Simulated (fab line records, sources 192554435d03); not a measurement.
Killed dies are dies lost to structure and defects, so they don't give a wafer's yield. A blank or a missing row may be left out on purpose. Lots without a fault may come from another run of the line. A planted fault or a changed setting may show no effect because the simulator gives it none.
Which tool did it? | flow n5_finfet | 8 lots, 24 wafers sampled, at 7 steps of a route of 1938

WHAT THE GAUGES READ, wafer by wafer
N5_MOL_CONTACT_COAG_CD_MEAS_99: target cd 17.2 nm.
lot  | measured     | on        | cd_nm (nm)
L583 | day 5 04:20  | cd_sem-01 | 16.7 16.9 16.6
L586 | day 6 00:47  | cd_sem-02 | 17.1 17.9 16.8
L595 | day 8 03:29  | cd_sem-02 | 17.3 16.5 17.3
L596 | day 8 10:28  | cd_sem-01 | 16.9 17.2 16.8
L599 | day 9 03:50  | cd_sem-02 | 17.0 16.7 16.8
L600 | day 9 12:55  | cd_sem-03 | 16.9 17.2 16.4
L602 | day 9 20:49  | cd_sem-02 | 16.9 17.1 16.8
L603 | day 10 10:25 | cd_sem-02 | 16.4 17.1 16.9

N5_MOL_CONTACT_COAG_THK_MEAS_29.
lot  | measured     | on            | MD_CAP_THK (nm)
L583 | day 5 14:06  | film_metro-02 | 17.92 17.94 17.99
L586 | day 6 08:41  | film_metro-02 | 17.92 17.94 17.85
L595 | day 8 12:30  | film_metro-02 | 16.26 16.29 16.26
L596 | day 8 19:17  | film_metro-01 | 17.91 16.41 17.97
L599 | day 9 13:34  | film_metro-02 | 17.95 17.91 17.89
L600 | day 9 20:46  | film_metro-02 | 17.96 17.93 17.90
L602 | day 10 04:17 | film_metro-02 | 18.03 18.19 18.07
L603 | day 10 17:09 | film_metro-02 | 17.91 18.01 18.20

N5_BEOL_M4_RC_MEAS_101.
lot  | measured     | on        | DIBL_N (mV/V)  | DIBL_P (mV/V)  | IOFF_N (nA/um) | IOFF_P (nA/um) | ION_N (uA/um) | ION_P (uA/um) | SS_N (mV/dec)  | SS_P (mV/dec)  | VT_N (mV)   | VT_P (mV)
L583 | day 8 01:04  | prober-01 | 39.6 35.4 37.8 | 41.3 36.2 39.6 | 0.29 0.17 0.23 | 0.36 0.22 0.32 | 715 691 696   | 484 470 480   | 72.7 71.5 72.1 | 74.8 73.3 74.0 | 238 247 243 | -241 -246 -242
L586 | day 9 11:35  | prober-01 | 36.2 39.3 36.2 | 37.8 41.7 38.4 | 0.16 0.21 0.15 | 0.20 0.29 0.20 | 681 692 676   | 464 469 463   | 72.4 73.0 71.3 | 72.9 74.6 72.4 | 250 247 249 | -251 -248 -251
L595 | day 11 14:02 | prober-02 | 39.4 34.7 35.5 | 41.1 32.9 35.6 | 0.25 0.14 0.15 | 0.29 0.15 0.20 | 703 672 670   | 478 454 461   | 72.8 71.4 71.3 | 74.9 72.9 72.9 | 243 250 250 | -244 -255 -252
L596 | day 11 13:43 | prober-01 | 34.1 35.7 35.5 | 33.3 34.9 34.5 | 0.12 0.14 0.14 | 0.20 0.23 0.22 | 659 666 657   | 459 467 460   | 71.4 71.9 71.1 | 73.2 73.1 72.6 | 254 251 252 | -249 -247 -249
L599 | day 12 20:48 | prober-02 | 34.6 30.4 39.2 | 34.2 29.0 40.9 | 0.13 0.08 0.25 | 0.19 0.12 0.31 | 664 636 695   | 457 441 474   | 70.7 69.9 71.6 | 73.0 71.5 74.1 | 252 259 242 | -251 -257 -244
L600 | day 12 20:40 | prober-01 | 33.8 36.8 38.4 | 32.3 36.9 38.7 | 0.13 0.18 0.23 | 0.18 0.25 0.27 | 664 682 700   | 461 468 479   | 71.4 71.5 71.8 | 72.0 72.8 73.7 | 253 247 242 | -252 -249 -248
L602 | day 13 03:29 | prober-01 | 37.4 39.8 38.5 | 36.0 41.2 37.6 | 0.18 0.25 0.21 | 0.20 0.31 0.23 | 687 707 683   | 459 480 460   | 71.9 73.3 72.8 | 73.4 74.3 73.8 | 249 244 247 | -252 -249 -250
L603 | day 13 10:34 | prober-01 | 33.4 37.3 35.5 | 34.3 39.2 37.2 | 0.12 0.20 0.15 | 0.17 0.25 0.22 | 671 687 670   | 460 468 466   | 70.6 71.6 71.4 | 73.1 73.7 73.1 | 256 246 251 | -255 -250 -250

WHICH TOOL RAN EACH LOT (tool, then ch and the chambers of the sampled wafers, then the start)
lot  | N5_MOL_CONTACT_COAG_ETCH_15       | N5_MOL_CONTACT_COAG_ALD_20          | N5_MOL_CONTACT_COAG_CMP_23    | N5_MOL_CONTACT_COAG_ETCH_47
L583 | rie_diel-05 ch 1,2,3, day 5 04:10 | ald_metal-02 ch 1,2,3, day 5 06:32  | cmp-02 ch 0,2, day 5 11:17    | rie_diel-04 ch 0,1,3, day 5 15:49
L586 | rie_diel-05 ch 1,2, day 6 00:37   | ald_metal-04 ch 1,2, day 6 01:31    | cmp-02 ch 0,1,3, day 6 06:04  | rie_diel-06 ch 0,1, day 6 10:29
L595 | rie_diel-04 ch 0,1,3, day 8 03:19 | ald_metal-04 ch 2,3, day 8 05:22    | cmp-02 ch 1,2, day 8 09:49    | rie_diel-06 ch 0,3, day 8 14:34
L596 | rie_diel-04 ch 0,1,3, day 8 10:19 | ald_metal-04 ch 1,2,3, day 8 11:11  | cmp-02 ch 1,2, day 8 15:03    | rie_diel-05 ch 2,3, day 8 21:48
L599 | rie_diel-05 ch 1,2,3, day 9 03:40 | ald_metal-02 ch 0,1,2, day 9 04:38  | cmp-01 ch 1,2,3, day 9 10:59  | rie_diel-04 ch 0,1,2, day 9 15:41
L600 | rie_diel-04 ch 2,3, day 9 12:44   | ald_metal-01 ch 1,3, day 9 13:40    | cmp-04 ch 0,1,3, day 9 18:10  | rie_diel-05 ch 1,2,3, day 9 22:29
L602 | rie_diel-05 ch 1,2,3, day 9 20:38 | ald_metal-01 ch 0,1,3, day 9 21:25  | cmp-04 ch 1,2,3, day 10 01:36 | rie_diel-04 ch 0,2, day 10 06:28
L603 | rie_diel-04 ch 0,2, day 10 10:15  | ald_metal-01 ch 0,1,3, day 10 11:06 | cmp-01 ch 0,1,3, day 10 14:31 | rie_diel-06 ch 1,2,3, day 10 19:41
- N5_MOL_CONTACT_COAG_ETCH_15: etches SiNx in CH3F/O2, stops on Si:P, target depth 7 nm.
- N5_MOL_CONTACT_COAG_ALD_20: deposits TiN, target thk 1.5 nm, pulse time 1 s, purge time 3 s.
- N5_MOL_CONTACT_COAG_CMP_23: polishes, stops on SiO2, t overpolish 1.5 s, target thk 0 nm.
- N5_MOL_CONTACT_COAG_ETCH_47: etches SiNx in CH3F/O2, stops on W, target depth 27 nm.

WHAT THE TOOLS THEMSELVES READ (means of the sampled wafers that have a number; where no wafer has one, the mark that the record gives instead)
N5_MOL_CONTACT_COAG_ETCH_15.
lot  | tool        | O2_flow_sccm (sccm) | drypump_motor_current_A (A) | oes_ar_750_au (a.u.) | oes_o_777_au (a.u.) | oes_product_au (a.u.) | rf_vpp_V (V) | showerhead_plenum_p_Torr (Torr) | throttle_valve_pct (%)
L583 | rie_diel-05 | 19.98               | 5.6                         | 0.76                 | 0.77                | 0.56                  | 300          | 1.98                            | 16.3
L586 | rie_diel-05 | 19.98               | 5.3                         | 0.82                 | 0.82                | 0.60                  | 297          | 1.97                            | 16.1
L595 | rie_diel-04 | 20.02               | 6.3                         | 0.74                 | 0.74                | 0.54                  | 302          | 2.03                            | 16.7
L596 | rie_diel-04 | 19.98               | 6.2                         | 0.74                 | 0.73                | 0.54                  | 302          | 2.02                            | 16.7
L599 | rie_diel-05 | 20.01               | 5.6                         | 0.90                 | 0.91                | 0.67                  | 302          | 2.05                            | 16.1
L600 | rie_diel-04 | 19.97               | 5.8                         | 0.86                 | 0.83                | 0.65                  | 306          | 1.94                            | 16.3
L602 | rie_diel-05 | 19.98               | 5.6                         | 0.90                 | 0.89                | 0.66                  | 302          | 2.05                            | 16.0
L603 | rie_diel-04 | 20.01               | 6.3                         | 0.78                 | 0.76                | 0.58                  | 309          | 2.02                            | 16.3

N5_MOL_CONTACT_COAG_ALD_20.
lot  | tool         | heater_power_w (W) | precursor_pulse_height_rel
L583 | ald_metal-02 | 834                | 0.984
L586 | ald_metal-04 | 872                | 0.995
L595 | ald_metal-04 | 853                | 1.022
L596 | ald_metal-04 | 888                | 0.998
L599 | ald_metal-02 | 770                | 1.000
L600 | ald_metal-01 | 782                | 1.009
L602 | ald_metal-01 | 803                | 1.014
L603 | ald_metal-01 | 806                | 1.017

N5_MOL_CONTACT_COAG_CMP_23.
lot  | tool   | motor_current_A (A) | overpolish_run_s (s) | time_to_endpoint_s (s)
L583 | cmp-02 | 7.1                 | 1.505                | 11
L586 | cmp-02 | 8.0                 | 1.501                | 10
L595 | cmp-02 | 7.7                 | 1.491                | 10
L596 | cmp-02 | 7.8                 | 1.499                | 12
L599 | cmp-01 | 7.6                 | 1.507                | 7
L600 | cmp-04 | 8.2                 | 1.499                | 10
L602 | cmp-04 | 8.9                 | 1.502                | 8
L603 | cmp-01 | 8.5                 | 1.501                | 13

N5_MOL_CONTACT_COAG_ETCH_47.
lot  | tool        | O2_flow_sccm (sccm) | drypump_motor_current_A (A) | etch_rf_on_time_s (s) | oes_ar_750_au (a.u.) | oes_o_777_au (a.u.) | oes_product_au (a.u.) | rf_vpp_V (V) | showerhead_plenum_p_Torr (Torr) | throttle_valve_pct (%)
L583 | rie_diel-04 | 20.04               | 6.3                         | 31.3                  | 0.76                 | 0.75                | 0.67                  | 303          | 2.03                            | 16.65
L586 | rie_diel-06 | 20.04               | 5.3                         | 31.4                  | 0.72                 | 0.72                | 0.64                  | 290          | 1.97                            | 16.53
L595 | rie_diel-06 | 19.98               | 6.0                         | 28.5                  | 0.75                 | 0.75                | 0.68                  | 303          | 1.99                            | 16.43
L596 | rie_diel-05 | 20.02               | 6.0                         | 29.1                  | 0.89                 | 0.90                | 0.82                  | 304          | 2.03                            | 16.03
L599 | rie_diel-04 | 20.01               | 6.1                         | 31.1                  | 0.78                 | 0.78                | 0.71                  | 303          | 2.02                            | 16.51
L600 | rie_diel-05 | 20.02               | 5.6                         | 30.2                  | 0.89                 | 0.89                | 0.81                  | 302          | 2.05                            | 16.08
L602 | rie_diel-04 | 19.99               | 6.4                         | 31.0                  | 0.78                 | 0.76                | 0.72                  | 309          | 2.02                            | 16.31
L603 | rie_diel-06 | 19.98               | 5.3                         | 31.4                  | 0.74                 | 0.74                | 0.67                  | 302          | 2.03                            | 16.36

THE ANSWER, worked out from the rows above alone
Rule: what is usual is taken from the lots themselves. Put in order of their means at a reading, lots are off if they are a third of the lots or fewer, leave a main group of 4 or more, and stand apart from it by a gap of 3 or more times the standard deviation of the main group's means; of several such gaps the widest counts. A main group whose means are all the same, to the digits that the tables above print for the reading, isn't used. A lot without any number at a reading at which 4 lots or more have one is off too. The other lots that the step has rows for count as sound. The gauges are gone through in route order, then the tools' own readings, and for those a lot's mean is taken as printed above. The first step at which some lot is off is used, and at that step the reading that is off furthest; a lot without a number counts as furthest.
Off: L595, L596, at N5_MOL_CONTACT_COAG_THK_MEAS_29 (MD_CAP_THK). The main group: mean 17.97 nm, standard deviation 0.071.
A tool fits if, at a process step before that reading, it ran every lot that is off, and no sound lot after the first of them. The gauges at N5_MOL_CONTACT_COAG_THK_MEAS_29 aren't tried: what is off there is off at N5_MOL_CONTACT_COAG_ETCH_15 too, on other tools, and a gauge's error can't cause that. Can't be told from this: 2 tools fit, ald_metal-04 at N5_MOL_CONTACT_COAG_ALD_20, cmp-02 at N5_MOL_CONTACT_COAG_CMP_23.

WHAT THE SIMULATOR HAD PUT IN
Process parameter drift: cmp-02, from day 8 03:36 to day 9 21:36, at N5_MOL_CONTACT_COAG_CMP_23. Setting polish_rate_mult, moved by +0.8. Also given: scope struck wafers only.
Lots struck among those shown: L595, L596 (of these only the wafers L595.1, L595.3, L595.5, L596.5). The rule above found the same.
